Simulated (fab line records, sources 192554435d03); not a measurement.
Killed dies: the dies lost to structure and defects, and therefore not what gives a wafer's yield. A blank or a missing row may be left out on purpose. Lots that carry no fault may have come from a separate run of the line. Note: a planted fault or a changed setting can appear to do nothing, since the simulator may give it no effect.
The tool behind it: which one? | flow n5Finfet | 9 lots, 27 wafers sampled, at 4 steps of a route of 1938

== WHAT EACH GAUGE READ, for each wafer ==
N5_BEOL_M4_RC_MEAS_101.
lot  | measured     | on        | VT_N_LONG (mV)
L444 | day 7 18:44  | prober-02 | 274.4 272.4 272.4
L446 | day 8 11:07  | prober-01 | 274.6 276.2 276.3
L447 | day 8 13:11  | prober-02 | 275.8 275.1 272.8
L452 | day 10 02:28 | prober-02 | 278.4 276.7 275.8
L454 | day 10 11:20 | prober-02 | 272.6 274.3 275.2
L457 | day 11 01:20 | prober-02 | 328.6 328.4 327.4
L458 | day 11 20:35 | prober-01 | 321.2 326.0 322.0
L466 | day 13 20:10 | prober-01 | 276.1 272.7 276.6
L467 | day 14 06:29 | prober-02 | 278.0 274.5 277.6

== EACH LOT AND THE TOOL THAT RAN IT (in order: tool; ch and the chambers of the sampled wafers; start) ==
lot  | N5_HKMG_FIN_ETCH_86               | N5_HKMG_FIN_ALD_71                 | N5_HKMG_FIN_STRIP_69
L444 | rieDiel-01 ch 1,3, day 4 05:17    | aldMetal-02 ch 0,2,3, day 4 06:01  | plasmaAsher-02 ch 0, day 4 06:43
L446 | rieDiel-05 ch 0,1, day 4 16:32    | aldMetal-04 ch 0,1,3, day 4 17:16  | plasmaAsher-02 ch 0,1, day 4 17:59
L447 | rieDiel-06 ch 0,1, day 4 23:01    | aldMetal-02 ch 0,2,3, day 4 23:45  | plasmaAsher-01 ch 0,1, day 5 00:27
L452 | rieDiel-01 ch 1,2,3, day 6 08:33  | aldMetal-03 ch 0,2,3, day 6 09:17  | plasmaAsher-02 ch 0, day 6 10:10
L454 | rieDiel-01 ch 0,2, day 6 20:59    | aldMetal-02 ch 0,1,3, day 6 21:47  | plasmaAsher-02 ch 0,1, day 6 22:29
L457 | rieDiel-01 ch 0,1,3, day 7 12:35  | aldMetal-02 ch 0,1,3, day 7 13:19  | plasmaAsher-02 ch 0, day 7 14:01
L458 | rieDiel-01 ch 0,3, day 7 20:23    | aldMetal-03 ch 2,3, day 7 21:07    | plasmaAsher-01 ch 0,1, day 7 21:49
L466 | rieDiel-05 ch 0,2,3, day 10 01:50 | aldMetal-04 ch 0,2,3, day 10 02:34 | plasmaAsher-01 ch 0, day 10 03:26
L467 | rieDiel-01 ch 1,2,3, day 10 05:10 | aldMetal-02 ch 0,1,2, day 10 05:53 | plasmaAsher-01 ch 1, day 10 06:35
- N5_HKMG_FIN_ETCH_86: etches SOC in N2/H2, stops on TiN, target depth 393.2 nm.
- N5_HKMG_FIN_ALD_71: deposits TiN, target thk 1 nm, pulse time 1 s, purge time 3 s.
- N5_HKMG_FIN_STRIP_69: strips in N2/H2, time 360 s.

== THE ANSWER, worked out from the rows above alone ==
Rule: what is usual is taken from the lots themselves. The widest of any qualifying gaps counts: lots, ordered by their means at a reading, are off when they make up no more than a third of the lots, leave a main group of 4 or more, and stand apart from it by 3 or more times the standard deviation of that group's means. A main group is skipped when, at the precision printed for the reading in the tables above, its means are all equal. A lot without any number at a reading at which 4 lots or more have one is off too. All remaining lots with rows at the step are treated as sound.
Off: L457, L458, at N5_BEOL_M4_RC_MEAS_101 (VT_N_LONG). The main group: mean 275.2 mV, standard deviation 1.3.
A tool fits if, at a process step before that reading, it ran every lot that is off, and no sound lot after the first of them. Those tools and the gauges at N5_BEOL_M4_RC_MEAS_101 are tried in the same way. Of those tried, none fits.

== WHAT THE SIMULATOR PUT IN ==
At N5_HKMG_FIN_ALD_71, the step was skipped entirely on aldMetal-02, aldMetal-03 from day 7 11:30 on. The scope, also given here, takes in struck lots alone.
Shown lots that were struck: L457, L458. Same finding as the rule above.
